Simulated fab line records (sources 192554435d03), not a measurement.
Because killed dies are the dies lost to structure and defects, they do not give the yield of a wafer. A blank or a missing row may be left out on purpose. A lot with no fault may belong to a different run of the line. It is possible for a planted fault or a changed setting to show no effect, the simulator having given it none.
A single fault, viewed from 3 desks :: flow n5Finfet :: each desk holds nothing but its own numbers, with what lay behind them at the end

== THE METROLOGY DESK ==
Lot by lot, what the gauges showed, no matter which tool ran the lot: averages of those sampled wafers that carry a number. Any lot whose mean is over 4 standard deviations away from the usual mean is out of limits and marked OUT; that distance is given in the brackets.
Columns: A = cdNm at N5_BEOL_M10_CD_MEAS_28, usual 70.2 nm; B = V9_OVL at N5_BEOL_M10_OVL_MEAS_29, usual -0.2 nm
lot: L892
first seen here: day 10 10:08
A: 70.9
B: -0.7

lot: L893
first seen here: day 10 17:27
A: 71.1
B: 0.3

lot: L899
first seen here: day 11 20:17
A: 70.3
B: -0.3

lot: L900
first seen here: day 12 02:08
A: 69.9
B: -1.5

lot: L911
first seen here: day 14 22:56
A: 71.3
B: 0.2
This desk's verdict: no lot among the 5 shows anything out of limits.

== THE TOOL OWNER'S DESK: rieDiel-01 ==
The tool's own readings at N5_BEOL_M10_ETCH_41 (etches SiCN in CH3F/O2, target depth 42.6 nm, time 86 s): means of the sampled wafers that have a number, for each lot that ran on this tool. Any lot whose mean is over 4 standard deviations away from the usual mean is out of limits and marked OUT; that distance is given in the brackets.
Columns: A = drypumpMotorCurrentA at N5_BEOL_M10_ETCH_41, usual 5.5 A; B = oesProductAu at N5_BEOL_M10_ETCH_41, usual 0.81 a.u.; C = rfVppV at N5_BEOL_M10_ETCH_41, usual 297.4 V; D = showerheadPlenumPTorr at N5_BEOL_M10_ETCH_41, usual 2.00 Torr; E = throttleValvePct at N5_BEOL_M10_ETCH_41, usual 16.42 %
lot: L893
first seen here: day 10 17:53
A: 5.9
B: 0.88
C: 298.5
D: 2.08
E: 16.22

lot: L900
first seen here: day 12 02:58
A: 6.1
B: 0.60
C: 298.4
D: 2.06
E: 16.41
This desk's verdict: no lot among the 2 shows anything out of limits.

== THE DEFECT DESK ==
What the inspections along the route counted, lot by lot: means of the sampled wafers that have a number. Any lot whose mean is over 4 standard deviations away from the usual mean is out of limits and marked OUT; that distance is given in the brackets.
Columns: A = rawDefectCount at N5_BEOL_M10_INSPECT_30, usual 442
lot: L892
first seen here: day 10 10:11
A: 596

lot: L893
first seen here: day 10 17:31
A: 468

lot: L899
first seen here: day 11 20:21
A: 362

lot: L900
first seen here: day 12 02:11
A: 315

lot: L911
first seen here: day 14 22:59
A: 613
This desk's verdict: no lot among the 5 shows anything out of limits.

== PUT TOGETHER ==
The metrology desk saw nothing out of limits.
The tool owner's desk saw nothing out of limits.
Nothing out of limits was seen by the defect desk.

== WHAT THE SIMULATOR PUT IN ==
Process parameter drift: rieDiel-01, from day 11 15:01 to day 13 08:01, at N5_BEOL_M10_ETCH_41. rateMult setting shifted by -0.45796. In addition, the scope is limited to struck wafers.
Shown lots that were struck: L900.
